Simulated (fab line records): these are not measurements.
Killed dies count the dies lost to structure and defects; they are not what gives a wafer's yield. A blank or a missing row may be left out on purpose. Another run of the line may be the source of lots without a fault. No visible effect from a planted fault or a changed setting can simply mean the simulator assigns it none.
Chamber matching :: flow n5_finfet :: 3 sister chambers for N5_BEOL_M1_CO_CAP_55 on cvd_co-01
The step material Co, precursor CCTBA/H2, target thk 2 nm, time 102.1 s. 6 wafers are shown with their chamber, then 12 later ones without.

## WAFERS PAIRED WITH THEIR CHAMBERS
wafer: L085.4
chamber: 1
heater_power_w (W): 245

wafer: L085.5
chamber: 0
heater_power_w (W): 276

wafer: L085.6
chamber: 2
heater_power_w (W): 259

wafer: L090.1
chamber: 2
heater_power_w (W): 243

wafer: L090.4
chamber: 1
heater_power_w (W): 245

wafer: L090.6
chamber: 0
heater_power_w (W): 279

## WAFERS MISSING THEIR CHAMBER
wafer: L091.1
heater_power_w (W): 280

wafer: L091.2
heater_power_w (W): 244

wafer: L091.3
heater_power_w (W): 253

wafer: L091.4
heater_power_w (W): 249

wafer: L091.5
heater_power_w (W): 273

wafer: L091.6
heater_power_w (W): 244

wafer: L093.1
heater_power_w (W): 245

wafer: L093.4
heater_power_w (W): 244

wafer: L093.5
heater_power_w (W): 277

wafer: L096.4
heater_power_w (W): 254

wafer: L096.5
heater_power_w (W): 248

wafer: L096.6
heater_power_w (W): 282

## EACH ONE'S CHAMBER
wafer: L091.1
from the rows above: 0
in truth: 0

wafer: L091.2
from the rows above: can't be placed: 1 or 2
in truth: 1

wafer: L091.3
from the rows above: can't be placed: 2 or 1
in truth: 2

wafer: L091.4
from the rows above: can't be placed: 2 or 1
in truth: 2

wafer: L091.5
from the rows above: 0
in truth: 0

wafer: L091.6
from the rows above: can't be placed: 1 or 2
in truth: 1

wafer: L093.1
from the rows above: can't be placed: 1 or 2
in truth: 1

wafer: L093.4
from the rows above: can't be placed: 1 or 2
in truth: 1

wafer: L093.5
from the rows above: 0
in truth: 0

wafer: L096.4
from the rows above: can't be placed: 2 or 1
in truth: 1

wafer: L096.5
from the rows above: can't be placed: 1 or 2
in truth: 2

wafer: L096.6
from the rows above: 0
in truth: 0
4 of 12 placed correctly. Unplaceable from these rows: 8, with the true chamber sitting among the candidates in 8. Number placed wrongly: 0.
How it was worked out, from the rows above alone: a wafer's distance from a chamber is the root of the sum, over the readings, of the square of ((its reading less the chamber's mean) divided by the reading's scatter). If the next closest chamber is less than 2 further off than the closest, the wafer can't be placed; otherwise it belongs to the closest. The mean given for a chamber averages the wafers shown for that chamber. How the scatter is found: for the shown wafers, subtract from each reading the mean of its chamber, square and add these, divide the total by (wafers less chambers), then take the root.
